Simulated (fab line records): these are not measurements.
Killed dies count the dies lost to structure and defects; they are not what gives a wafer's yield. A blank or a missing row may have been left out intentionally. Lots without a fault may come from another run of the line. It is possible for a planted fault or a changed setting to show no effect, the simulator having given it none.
Problem report in the 8D (eight disciplines) form, filled by code | flow n5 finfet | the parts of the form that need people (team, actions taken, sign-off) are left out

1. PROBLEM STATEMENT
Mean of barrier field endpoint s at N5_BEOL_M2_CMP_52: 19.2 s across 4 wafers in 3 lots; on wafers with no fault it is 24.6 s (standard deviation 0.63). Measured from the usual mean, that is -8.5 standard deviations.
The step: polishes, stops on SiOC, t overpolish 6.8 s, target thk 40 nm.
The first sign was on wafer L420.3 at day 12 03:52, on cmp-04. At this step, 25 wafers from 9 lots have a number in the record. Rule for "out", or "out of limits": more than 4 standard deviations from the usual mean. All remaining wafers that have a number are taken as sound.

2. WHAT IT IS; WHAT IT IS NOT
question                    | is                             | is not
which readings at this step | barrier field endpoint s       | motor current A, pad life wafers
which lots                  | L418, L420, L422               | L411, L414, L415, L419, L425, L428
which wafers of those lots  | L418.3, L420.3, L422.1, L422.3 | L418.2, L420.5, L420.6
read on which tools         | cmp-03, cmp-04                 | cmp-01
when                        | from day 12 03:52              | up to then (17 sound wafers); but 4 sound wafers of L418, L428 came after

3. THE SUSPECTS, EACH WITH WHAT RULES IT OUT
Counting: any tool at a process step up to the reading remains a suspect provided it ran every lot that is out. Sound lots after the first of them don't rule it out here, since some wafers of a struck lot are sound.
- pecvd-03 at N5_BEOL_M2_PECVD_72 (deposits SiO2 from TEOS/O2, target thk 16 nm, time 18 s): kept. It ran every lot that is out, first L420 (day 11 17:45); its last sound lot up to then is L425 (day 11 17:10).
After counting, what remains is pecvd-03 at N5_BEOL_M2_PECVD_72.

4. THE CAUSE (what the simulator had put in)
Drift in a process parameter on pecvd-03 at N5_BEOL_M2_PECVD_72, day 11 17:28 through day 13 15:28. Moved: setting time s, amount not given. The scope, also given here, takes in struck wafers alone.
This tool alone remained once counting was done.

5. THE CHAIN OF EFFECTS, in route order
Each row: a reading where the mean over the struck wafers with a number is more than 3 standard deviations away from the usual. Scope: only readings with a usual standard deviation given in the record; hours: median across lots of the time from each lot's start at the first step in this table that gives one to its start at this step; sigmas: change in usual standard deviations.
hours | step              | reading                  | usual  | on struck wafers | change | sigmas
0     | N5_BEOL_M2_CMP_52 | barrier field endpoint s | 24.6 s | 19.2             | -5.4   | -8.5
The process steps in it:
- N5_BEOL_M2_CMP_52: polishes, stops on SiOC, t overpolish 6.8 s, target thk 40 nm.
Later steps that measure or inspect, where all struck wafers having a row at the step show a number for every such reading and not one has moved that far: N5_BEOL_M4_RC_MEAS_101.

6. HOW IT WOULD HAVE BEEN CAUGHT EARLIER
In this record no reading fell out of limits until day 12 03:52, 10 hours after the fault had begun at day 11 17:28.
An alarm limit of 4 standard deviations would not have fired on the tool readings at N5_BEOL_M2_PECVD_72 for which the record gives a usual standard deviation, since none of them was out on any struck wafer.
Lots out: 3; all had begun N5_BEOL_M2_PECVD_72 on pecvd-03 by day 12 03:52. Tool hold at that time: it would have spared none of them.
